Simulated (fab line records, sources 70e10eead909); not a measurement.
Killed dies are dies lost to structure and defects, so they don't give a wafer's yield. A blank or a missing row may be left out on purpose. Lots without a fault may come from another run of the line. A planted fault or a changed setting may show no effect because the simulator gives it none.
Which tool did it? | flow nand_harc | 23 lots, 69 wafers sampled, at 6 steps of a route of 1159

WHAT THE GAUGES READ, wafer by wafer
NHARC_A_CONTACT_CD_MEAS_69: target cd 200 nm. Usual: cd_nm 200.0 nm, standard deviation 0.42.
lot  | measured     | on        | cd_nm (nm)        | flag
L075 | day 16 13:26 | cd_sem-03 | 200.0 200.3 200.0 |
L077 | day 17 04:57 | cd_sem-02 | 200.4 200.2 200.9 |
L076 | day 17 11:04 | cd_sem-02 | 199.8 200.0 199.9 |
L080 | day 17 13:50 | cd_sem-01 | 200.3 200.5 200.4 |
L079 | day 17 09:19 | cd_sem-01 | 200.1 199.4 199.1 |
L078 | day 17 05:27 | cd_sem-02 | 199.0 199.5 200.1 |
L081 | day 18 18:55 | cd_sem-02 | 200.4 200.1 200.3 |
L082 | day 18 18:30 | cd_sem-03 | 200.4 200.1 199.7 |
L084 | day 19 00:32 | cd_sem-02 | 200.2 200.4 200.2 |
L083 | day 19 04:02 | cd_sem-02 | 200.0 199.4 200.3 |
L085 | day 20 00:25 | cd_sem-02 | 200.1 199.8 199.8 |
L086 | day 19 20:53 | cd_sem-03 | 199.9 199.1 200.0 |
L088 | day 19 20:36 | cd_sem-01 | 200.2 200.3 200.0 |
L091 | day 20 08:49 | cd_sem-03 | 200.3 200.2 200.5 |
L090 | day 20 09:35 | cd_sem-02 | 200.4 201.1 199.9 |
L087 | day 20 11:58 | cd_sem-02 | 200.2 200.6 200.4 |
L089 | day 20 13:40 | cd_sem-01 | 199.9 200.1 200.3 |
L093 | day 21 02:00 | cd_sem-02 | 199.8 199.8 200.3 |
L092 | day 21 22:52 | cd_sem-03 | 199.7 199.6 199.7 |
L096 | day 22 02:14 | cd_sem-01 | 199.8 200.3 199.7 |
L094 | day 22 12:20 | cd_sem-03 | 199.6 199.8 199.5 |
L095 | day 22 02:07 | cd_sem-03 | 199.8 200.0 200.6 |
L097 | day 22 13:58 | cd_sem-01 | 200.6 200.7 200.5 |

WHICH TOOL RAN EACH LOT (tool, then ch and the chambers of the sampled wafers, then the start)
lot  | NHARC_A_SGD_CUT_DESCUM_14          | NHARC_A_SGD_CUT_ETCHBACK_24        | NHARC_A_CONTACT_DEP_29          | NHARC_A_CONTACT_DESCUM_47          | NHARC_A_CONTACT_ETCH_114
L075 | rie_diel-04 ch 0,1,2, day 13 20:52 | rie_diel-06 ch 0,1,2, day 14 03:04 | pecvd-03 ch 0,1, day 16 06:02   | rie_diel-07 ch 0,1,2, day 16 06:46 | har_cap_etch-01 ch 1, day 16 08:24
L077 | rie_diel-06 ch 1,2,3, day 14 10:21 | rie_diel-08 ch 1,2, day 14 16:22   | pecvd-04 ch 1,2, day 16 20:13   | rie_diel-07 ch 1,3, day 16 20:57   | har_cap_etch-03 ch 0,1, day 16 22:49
L076 | rie_diel-08 ch 0,1, day 14 10:35   | rie_diel-04 ch 0,1,2, day 14 16:17 | pecvd-01 ch 0,2, day 17 01:44   | rie_diel-07 ch 1,3, day 17 02:38   | har_cap_etch-02 ch 0,1, day 17 04:31
L080 | rie_diel-06 ch 0,2,3, day 14 20:22 | rie_diel-06 ch 0,2, day 15 02:32   | pecvd-01 ch 0,1, day 17 05:55   | rie_diel-13 ch 0,2,3, day 17 06:48 | har_cap_etch-02 ch 0,1, day 17 08:35
L079 | rie_diel-08 ch 0,2,3, day 14 20:36 | rie_diel-04 ch 1,2, day 15 02:32   | pecvd-03 ch 0,1,2, day 17 01:27 | rie_diel-13 ch 0,1, day 17 02:13   | har_cap_etch-03 ch 0,1, day 17 03:57
L078 | rie_diel-06 ch 0,1,3, day 14 20:54 | rie_diel-08 ch 1,2,3, day 15 02:32 | pecvd-01 ch 0,2, day 16 21:21   | rie_diel-13 ch 0,3, day 16 22:14   | har_cap_etch-02 ch 0,1, day 17 00:22
L081 | rie_diel-06 ch 2,3, day 15 21:58   | rie_diel-06 ch 1,2,3, day 16 04:10 | pecvd-04 ch 1,2, day 18 08:44   | rie_diel-07 ch 1,2, day 18 09:37   | har_cap_etch-02 ch 0,1, day 18 11:17
L082 | rie_diel-08 ch 0,1,2, day 15 22:22 | rie_diel-04 ch 0,1, day 16 04:08   | pecvd-01 ch 1,2, day 18 09:22   | rie_diel-01 ch 0,1,3, day 18 10:17 | har_cap_etch-01 ch 0,1, day 18 11:56
L084 | rie_diel-04 ch 0,1,2, day 16 11:03 | rie_diel-06 ch 1,2,3, day 16 19:22 | pecvd-03 ch 1,2, day 18 16:28   | rie_diel-07 ch 0,1,3, day 18 17:23 | har_cap_etch-03 ch 0,1, day 18 19:10
L083 | rie_diel-06 ch 0,2,3, day 16 11:38 | rie_diel-08 ch 0,1,3, day 16 19:26 | pecvd-03 ch 0,1,2, day 18 20:01 | rie_diel-13 ch 0,2,3, day 18 20:56 | har_cap_etch-03 ch 0,1, day 18 22:44
L085 | rie_diel-06 ch 1,2, day 17 05:19   | rie_diel-06 ch 0,1,2, day 17 12:23 | pecvd-04 ch 0,1,2, day 19 15:54 | rie_diel-07 ch 0,1,2, day 19 16:37 | har_cap_etch-03 ch 0,1, day 19 18:32
L086 | rie_diel-04 ch 0,2,3, day 17 05:34 | rie_diel-06 ch 0,1,2, day 17 12:27 | pecvd-04 ch 0,1,2, day 19 12:48 | rie_diel-13 ch 0,2,3, day 19 13:35 | har_cap_etch-01 ch 0,1, day 19 15:13
L088 | rie_diel-06 ch 0,1, day 17 07:13   | rie_diel-04 ch 0,1, day 17 12:25   | pecvd-04 ch 0,1, day 19 11:35   | rie_diel-13 ch 0,1, day 19 12:27   | har_cap_etch-02 ch 0,1, day 19 14:11
L091 | rie_diel-06 ch 0,1, day 17 18:10   | rie_diel-08 ch 2,3, day 18 00:17   | pecvd-04 ch 0,1, day 20 00:08   | rie_diel-07 ch 0,1, day 20 01:11   | har_cap_etch-02 ch 0,1, day 20 03:43
L090 | rie_diel-08 ch 1,2, day 17 18:26   | rie_diel-04 ch 0,3, day 18 00:17   | pecvd-01 ch 0,1,2, day 20 00:24 | rie_diel-07 ch 0,1,2, day 20 01:16 | har_cap_etch-01 ch 0,1, day 20 04:14
L087 | rie_diel-06 ch 0,1,2, day 18 00:20 | rie_diel-04 ch 0,3, day 18 06:37   | pecvd-03 ch 0,2, day 20 04:22   | rie_diel-07 ch 0,2, day 20 05:14   | har_cap_etch-01 ch 1, day 20 06:52
L089 | rie_diel-04 ch 0,1,3, day 18 00:27 | rie_diel-08 ch 0,2, day 18 06:38   | pecvd-04 ch 1,2, day 20 05:52   | rie_diel-07 ch 1,2, day 20 06:40   | har_cap_etch-03 ch 0,1, day 20 08:46
L093 | rie_diel-04 ch 0,2, day 18 07:23   | rie_diel-04 ch 1,2, day 18 15:08   | pecvd-01 ch 0,1,2, day 20 15:32 | rie_diel-07 ch 1,2, day 20 16:18   | har_cap_etch-02 ch 0,1, day 20 18:04
L092 | rie_diel-06 ch 0,2,3, day 18 19:18 | rie_diel-04 ch 0,1,2, day 19 01:29 | pecvd-01 ch 0,2, day 21 14:45   | rie_diel-07 ch 0,2,3, day 21 15:37 | har_cap_etch-03 ch 0,1, day 21 17:15
L096 | rie_diel-06 ch 0,1,3, day 19 12:07 | rie_diel-04 ch 1,2,3, day 19 18:47 | pecvd-04 ch 0,2, day 21 18:27   | rie_diel-13 ch 0,1,2, day 21 19:28 | har_cap_etch-02 ch 0,1, day 21 21:17
L094 | rie_diel-08 ch 0,2, day 19 12:22   | rie_diel-08 ch 0,2, day 19 18:47   | pecvd-01 ch 0,1,2, day 22 03:56 | rie_diel-07 ch 1,2,3, day 22 04:52 | har_cap_etch-03 ch 0,1, day 22 06:34
L095 | rie_diel-06 ch 0,2,3, day 19 12:59 | rie_diel-06 ch 0,1,2, day 19 18:50 | pecvd-03 ch 1,2, day 21 18:04   | rie_diel-07 ch 0,1,2, day 21 19:02 | har_cap_etch-01 ch 0,1, day 21 21:07
L097 | rie_diel-08 ch 0,2,3, day 19 23:01 | rie_diel-04 ch 2,3, day 20 04:56   | pecvd-03 ch 0,2, day 22 05:50   | rie_diel-07 ch 0,1,3, day 22 06:37 | har_cap_etch-02 ch 1, day 22 08:28
- NHARC_A_SGD_CUT_DESCUM_14: chemistry O2, time 3 s.
- NHARC_A_SGD_CUT_ETCHBACK_24: etches the open film in CH3F/O2, target depth 50 nm, time 92.857 s.
- NHARC_A_CONTACT_DEP_29: deposits SiON, target thk 70 nm.
- NHARC_A_CONTACT_DESCUM_47: chemistry O2, time 3 s.
- NHARC_A_CONTACT_ETCH_114: etches the open film in C4F8/O2/Ar, time 94 s, target depth 922 nm.

WHAT THE TOOLS THEMSELVES READ (means of the sampled wafers that have a number; where no wafer has one, the mark that the record gives instead)
NHARC_A_SGD_CUT_DESCUM_14. Usual: chamber_pressure_mTorr 60.00 mTorr, standard deviation 0.053; drypump_motor_current_A 5.65 A, standard deviation 0.23; oes_product_au 0.999 a.u., standard deviation 0.0076; rf_vpp_V 57.9 V, standard deviation 0.91; showerhead_plenum_p_Torr 1.93 Torr, standard deviation 0.071; throttle_valve_pct 11.313 %, standard deviation 0.009.
lot  | tool        | chamber_pressure_mTorr (mTorr) | drypump_motor_current_A (A) | oes_product_au (a.u.) | rf_vpp_V (V) | showerhead_plenum_p_Torr (Torr) | throttle_valve_pct (%) | flag
L075 | rie_diel-04 | 60.01                          | 5.84                        | 0.988                 | 57.8         | 1.87                            | 11.314                 |
L077 | rie_diel-06 | 60.01                          | 5.67                        | 0.996                 | 57.5         | 1.92                            | 11.310                 |
L076 | rie_diel-08 | 59.99                          | 5.74                        | 1.000                 | 57.5         | 1.95                            | 11.301                 |
L080 | rie_diel-06 | 60.00                          | 5.56                        | 1.001                 | 58.5         | 1.95                            | 11.307                 |
L079 | rie_diel-08 | 59.98                          | 5.70                        | 1.006                 | 58.0         | 1.92                            | 11.329                 |
L078 | rie_diel-06 | 60.02                          | 5.48                        | 1.009                 | 58.3         | 1.93                            | 11.315                 |
L081 | rie_diel-06 | 60.02                          | 5.75                        | 1.001                 | 57.8         | 1.93                            | 11.323                 |
L082 | rie_diel-08 | 60.05                          | 5.68                        | 0.999                 | 57.7         | 1.94                            | 11.313                 |
L084 | rie_diel-04 | 59.99                          | 5.83                        | 0.998                 | 57.7         | 1.87                            | 11.313                 |
L083 | rie_diel-06 | 60.00                          | 5.57                        | 0.995                 | 58.0         | 1.95                            | 11.309                 |
L085 | rie_diel-06 | 60.03                          | 5.72                        | 0.999                 | 57.8         | 1.96                            | 11.317                 |
L086 | rie_diel-04 | 60.01                          | 5.95                        | 0.997                 | 58.6         | 1.92                            | 11.314                 |
L088 | rie_diel-06 | 59.94                          | 5.47                        | 1.012                 | 57.2         | 1.96                            | 11.316                 |
L091 | rie_diel-06 | 60.02                          | 5.49                        | 1.000                 | 58.0         | 1.96                            | 11.317                 |
L090 | rie_diel-08 | 60.01                          | 5.65                        | 0.999                 | 57.2         | 1.94                            | 11.315                 |
L087 | rie_diel-06 | 60.00                          | 5.58                        | 0.991                 | 58.5         | 1.98                            | 11.307                 |
L089 | rie_diel-04 | 60.05                          | 5.75                        | 1.008                 | 58.1         | 1.90                            | 11.317                 |
L093 | rie_diel-04 | 59.99                          | 5.79                        | 0.998                 | 57.2         | 1.84                            | 11.307                 |
L092 | rie_diel-06 | 59.98                          | 5.57                        | 0.997                 | 57.6         | 1.95                            | 11.310                 |
L096 | rie_diel-06 | 60.06                          | 5.49                        | 0.993                 | 58.0         | 1.93                            | 11.308                 |
L094 | rie_diel-08 | 60.01                          | 5.79                        | 0.997                 | 58.7         | 1.95                            | 11.315                 |
L095 | rie_diel-06 | 59.98                          | 5.57                        | 0.997                 | 58.1         | 1.94                            | 11.309                 |
L097 | rie_diel-08 | 60.03                          | 5.67                        | 0.990                 | 58.3         | 1.92                            | 11.306                 |

NHARC_A_SGD_CUT_ETCHBACK_24. Usual: chamber_pressure_mTorr 25.002 mTorr, standard deviation 0.022; drypump_motor_current_A 5.73 A, standard deviation 0.26; oes_product_au 0.98 a.u., standard deviation 0.032; rf_vpp_V 244.5 V, standard deviation 1.5; showerhead_plenum_p_Torr 2.47 Torr, standard deviation 0.093; throttle_valve_pct 20.662 %, standard deviation 0.009.
lot  | tool        | chamber_pressure_mTorr (mTorr) | drypump_motor_current_A (A) | oes_product_au (a.u.) | rf_vpp_V (V) | showerhead_plenum_p_Torr (Torr) | throttle_valve_pct (%) | flag
L075 | rie_diel-06 | 24.995                         | 5.59                        | 1.00                  | 245.3        | 2.54                            | 20.671                 |
L077 | rie_diel-08 | 25.007                         | 5.59                        | 1.00                  | 244.2        | 2.48                            | 20.661                 |
L076 | rie_diel-04 | 25.002                         | 5.84                        | 0.99                  | 243.5        | 2.40                            | 20.658                 |
L080 | rie_diel-06 | 25.013                         | 5.48                        | 0.92                  | 245.6        | 2.58                            | 20.658                 |
L079 | rie_diel-04 | 24.980                         | 6.06                        | 1.00                  | 244.5        | 2.46                            | 20.666                 |
L078 | rie_diel-08 | 25.012                         | 5.58                        | 0.96                  | 244.7        | 2.45                            | 20.666                 |
L081 | rie_diel-06 | 24.993                         | 5.67                        | 0.94                  | 245.6        | 2.46                            | 20.665                 |
L082 | rie_diel-04 | 25.004                         | 5.64                        | 1.00                  | 243.0        | 2.38                            | 20.657                 |
L084 | rie_diel-06 | 25.010                         | 5.66                        | 0.99                  | 244.5        | 2.46                            | 20.657                 |
L083 | rie_diel-08 | 25.002                         | 5.62                        | 1.00                  | 244.7        | 2.45                            | 20.665                 |
L085 | rie_diel-06 | 25.018                         | 5.57                        | 0.92                  | 245.6        | 2.54                            | 20.670                 |
L086 | rie_diel-06 | 24.996                         | 5.58                        | 1.00                  | 245.7        | 2.53                            | 20.667                 |
L088 | rie_diel-04 | 24.986                         | 5.64                        | 0.94                  | 243.4        | 2.38                            | 20.667                 |
L091 | rie_diel-08 | 24.998                         | 5.66                        | 1.00                  | 244.8        | 2.46                            | 20.658                 |
L090 | rie_diel-04 | 24.980                         | 5.88                        | 1.00                  | 245.3        | 2.51                            | 20.662                 |
L087 | rie_diel-04 | 24.998                         | 5.73                        | 1.00                  | 243.4        | 2.41                            | 20.659                 |
L089 | rie_diel-08 | 25.011                         | 5.79                        | 0.99                  | 244.8        | 2.52                            | 20.654                 |
L093 | rie_diel-04 | 25.009                         | 6.05                        | 0.92                  | 244.9        | 2.45                            | 20.662                 |
L092 | rie_diel-04 | 24.976                         | 5.85                        | 0.99                  | 243.9        | 2.40                            | 20.661                 |
L096 | rie_diel-04 | 25.012                         | 5.98                        | 0.98                  | 244.3        | 2.50                            | 20.664                 |
L094 | rie_diel-08 | 24.989                         | 5.75                        | 0.93                  | 245.3        | 2.50                            | 20.670                 |
L095 | rie_diel-06 | 25.004                         | 5.59                        | 0.94                  | 245.8        | 2.53                            | 20.663                 |
L097 | rie_diel-04 | 24.994                         | 6.19                        | 1.00                  | 244.5        | 2.52                            | 20.658                 |

NHARC_A_CONTACT_DEP_29. Usual: heater_power_w 740 W, standard deviation 100; susceptor_temp_C 399.98 C, standard deviation 0.2.
lot  | tool     | heater_power_w (W) | susceptor_temp_C (C) | flag
L075 | pecvd-03 | 699                | 399.89               |
L077 | pecvd-04 | 819                | 399.79               |
L076 | pecvd-01 | 651                | 400.08               |
L080 | pecvd-01 | 773                | 400.03               |
L079 | pecvd-03 | 682                | 399.77               |
L078 | pecvd-01 | 680                | 399.83               |
L081 | pecvd-04 | 907                | 400.07               |
L082 | pecvd-01 | 698                | 399.99               |
L084 | pecvd-03 | 692                | 400.06               |
L083 | pecvd-03 | 718                | 399.96               |
L085 | pecvd-04 | 829                | 399.96               |
L086 | pecvd-04 | 872                | 400.24               |
L088 | pecvd-04 | 825                | 400.10               |
L091 | pecvd-04 | 869                | 399.88               |
L090 | pecvd-01 | 700                | 399.99               |
L087 | pecvd-03 | 658                | 399.98               |
L089 | pecvd-04 | 877                | 400.31               |
L093 | pecvd-01 | 642                | 399.82               |
L092 | pecvd-01 | 641                | 399.91               |
L096 | pecvd-04 | 800                | 400.25               |
L094 | pecvd-01 | 675                | 400.11               |
L095 | pecvd-03 | 677                | 399.86               |
L097 | pecvd-03 | 692                | 400.01               |

NHARC_A_CONTACT_DESCUM_47. Usual: chamber_pressure_mTorr 60.00 mTorr, standard deviation 0.055; drypump_motor_current_A 5.6 A, standard deviation 0.37; oes_product_au 1.002 a.u., standard deviation 0.0081; rf_vpp_V 57.8 V, standard deviation 0.92; showerhead_plenum_p_Torr 1.92 Torr, standard deviation 0.11; throttle_valve_pct 11.311 %, standard deviation 0.0095.
lot  | tool        | chamber_pressure_mTorr (mTorr) | drypump_motor_current_A (A) | oes_product_au (a.u.) | rf_vpp_V (V) | showerhead_plenum_p_Torr (Torr) | throttle_valve_pct (%) | flag
L075 | rie_diel-07 | 60.04                          | 5.4                         | 0.993                 | 57.7         | 1.92                            | 11.314                 |
L077 | rie_diel-07 | 60.04                          | 5.8                         | 0.997                 | 57.4         | 1.90                            | 11.302                 |
L076 | rie_diel-07 | 59.96                          | 6.0                         | 0.994                 | 56.6         | 1.83                            | 11.312                 |
L080 | rie_diel-13 | 59.98                          | 5.5                         | 1.013                 | 57.8         | 1.94                            | 11.314                 |
L079 | rie_diel-13 | 60.04                          | 5.7                         | 1.005                 | 57.9         | 1.86                            | 11.314                 |
L078 | rie_diel-13 | 59.95                          | 5.4                         | 1.005                 | 57.9         | 1.89                            | 11.313                 |
L081 | rie_diel-07 | 60.02                          | 5.6                         | 1.002                 | 58.8         | 2.04                            | 11.311                 |
L082 | rie_diel-01 | 59.95                          | 5.6                         | 1.004                 | 57.8         | 1.84                            | 11.313                 |
L084 | rie_diel-07 | 60.02                          | 5.6                         | 1.006                 | 57.0         | 1.92                            | 11.307                 |
L083 | rie_diel-13 | 60.02                          | 5.5                         | 1.003                 | 57.9         | 1.94                            | 11.314                 |
L085 | rie_diel-07 | 60.01                          | 5.4                         | 1.007                 | 58.3         | 2.01                            | 11.320                 |
L086 | rie_diel-13 | 59.99                          | 5.5                         | 0.997                 | 57.9         | 1.94                            | 11.317                 |
L088 | rie_diel-13 | 60.01                          | 6.0                         | 1.003                 | 56.9         | 1.83                            | 11.304                 |
L091 | rie_diel-07 | 59.99                          | 5.5                         | 1.000                 | 57.4         | 1.97                            | 11.311                 |
L090 | rie_diel-07 | 60.01                          | 5.4                         | 1.006                 | 58.5         | 2.01                            | 11.319                 |
L087 | rie_diel-07 | 60.02                          | 5.2                         | 1.003                 | 58.3         | 2.04                            | 11.307                 |
L089 | rie_diel-07 | 60.06                          | 5.6                         | 0.997                 | 58.2         | 1.99                            | 11.312                 |
L093 | rie_diel-07 | 60.03                          | 5.6                         | 0.997                 | 58.1         | 1.99                            | 11.308                 |
L092 | rie_diel-07 | 59.99                          | 5.5                         | 1.000                 | 57.1         | 1.95                            | 11.318                 |
L096 | rie_diel-13 | 59.99                          | 5.8                         | 1.007                 | 58.0         | 1.91                            | 11.316                 |
L094 | rie_diel-07 | 60.01                          | 5.8                         | 0.999                 | 58.0         | 1.93                            | 11.310                 |
L095 | rie_diel-07 | 60.03                          | 5.4                         | 0.991                 | 58.8         | 2.01                            | 11.310                 |
L097 | rie_diel-07 | 60.00                          | 5.6                         | 0.992                 | 57.6         | 1.91                            | 11.306                 |

NHARC_A_CONTACT_ETCH_114. Usual: chamber_pressure_mTorr 20.004 mTorr, standard deviation 0.017.
lot  | tool            | chamber_pressure_mTorr (mTorr) | flag
L075 | har_cap_etch-01 | 20.004                         |
L077 | har_cap_etch-03 | 20.011                         |
L076 | har_cap_etch-02 | 20.000                         |
L080 | har_cap_etch-02 | 19.999                         |
L079 | har_cap_etch-03 | 20.015                         |
L078 | har_cap_etch-02 | 19.994                         |
L081 | har_cap_etch-02 | 20.012                         |
L082 | har_cap_etch-01 | 19.998                         |
L084 | har_cap_etch-03 | 19.999                         |
L083 | har_cap_etch-03 | 20.012                         |
L085 | har_cap_etch-03 | 20.025                         |
L086 | har_cap_etch-01 | 19.995                         |
L088 | har_cap_etch-02 | 20.016                         |
L091 | har_cap_etch-02 | 20.020                         |
L090 | har_cap_etch-01 | 20.009                         |
L087 | har_cap_etch-01 | 19.989                         |
L089 | har_cap_etch-03 | 20.000                         |
L093 | har_cap_etch-02 | 20.004                         |
L092 | har_cap_etch-03 | 20.006                         |
L096 | har_cap_etch-02 | 20.011                         |
L094 | har_cap_etch-03 | 20.004                         |
L095 | har_cap_etch-01 | 20.024                         |
L097 | har_cap_etch-02 | 19.992                         |

THE ANSWER, worked out from the rows above alone
Rule: a lot is off if the mean of its wafers that have a number lies more than 3 standard deviations from the usual mean. A lot without any number at a reading at which 4 lots or more have one is off too. The other lots that the step has rows for count as sound. The gauges are gone through in route order, then the tools' own readings, and for those a lot's mean is taken as printed above. The first step at which some lot is off is used, and at that step the reading that is off furthest; a lot without a number counts as furthest.
No lot is off at any reading shown: from this, nothing can be told.

WHAT THE SIMULATOR HAD PUT IN
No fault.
